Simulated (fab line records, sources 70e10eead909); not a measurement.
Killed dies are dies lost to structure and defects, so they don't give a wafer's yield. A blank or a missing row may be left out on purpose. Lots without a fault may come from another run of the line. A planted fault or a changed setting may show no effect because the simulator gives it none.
Which tool did it? | flow nand_harc | 7 lots, 21 wafers sampled, at 2 steps of a route of 1302

WHAT THE GAUGES READ, wafer by wafer
NHARC_A_ONON_D1_THK_MEAS_30: measures by ellipsometry.
lot  | measured     | on            | thk_nm (nm)
L132 | day 8 11:57  | film_metro-01 | 1010 1010 1010
L137 | day 10 20:01 | film_metro-01 | 1006 1003 1003
L140 | day 12 03:39 | film_metro-02 | 992 994 992
L142 | day 12 21:32 | film_metro-01 | 990 991 989
L145 | day 14 04:05 | film_metro-02 | 1530 1530 997
L151 | day 16 13:18 | film_metro-02 | 1000 999 1000
L153 | day 17 15:52 | film_metro-01 | 996 994 995

WHICH TOOL RAN EACH LOT (tool, then ch and the chambers of the sampled wafers, then the start)
lot  | NHARC_A_ONON_D1_DEP_28
L132 | pecvd_onon-04 ch 0, day 8 11:30
L137 | pecvd_onon-04 ch 0, day 10 19:41
L140 | pecvd_onon-03 ch 0, day 12 03:12
L142 | pecvd_onon-04 ch 0, day 12 21:05
L145 | pecvd_onon-03 ch 0, day 14 03:34
L151 | pecvd_onon-01 ch 0, day 16 12:51
L153 | pecvd_onon-04 ch 0, day 17 15:25
- NHARC_A_ONON_D1_DEP_28: target thk 1000 nm.

THE ANSWER, worked out from the rows above alone
Rule: what is usual is taken from the lots themselves. Put in order of their means at a reading, lots are off if they are a third of the lots or fewer, leave a main group of 4 or more, and stand apart from it by a gap of 3 or more times the standard deviation of the main group's means; of several such gaps the widest counts. A main group whose means are all the same, to the digits that the tables above print for the reading, isn't used. A lot without any number at a reading at which 4 lots or more have one is off too. The other lots that the step has rows for count as sound.
Off: L145, at NHARC_A_ONON_D1_THK_MEAS_30 (thk_nm). The main group: mean 999 nm, standard deviation 6.9.
A tool fits if, at a process step before that reading, it ran every lot that is off, and no sound lot after the first of them. The gauges at NHARC_A_ONON_D1_THK_MEAS_30 are tried like those tools. One fits: pecvd_onon-03 at NHARC_A_ONON_D1_DEP_28. Its last sound lot is L140 (day 12 03:12), its first lot that is off L145 (day 14 03:34): a fault that began between those two fits.

WHAT THE SIMULATOR HAD PUT IN
Process parameter drift: pecvd_onon-03, from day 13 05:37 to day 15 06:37, at NHARC_A_ONON_D1_DEP_28. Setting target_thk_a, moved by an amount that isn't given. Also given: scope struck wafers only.
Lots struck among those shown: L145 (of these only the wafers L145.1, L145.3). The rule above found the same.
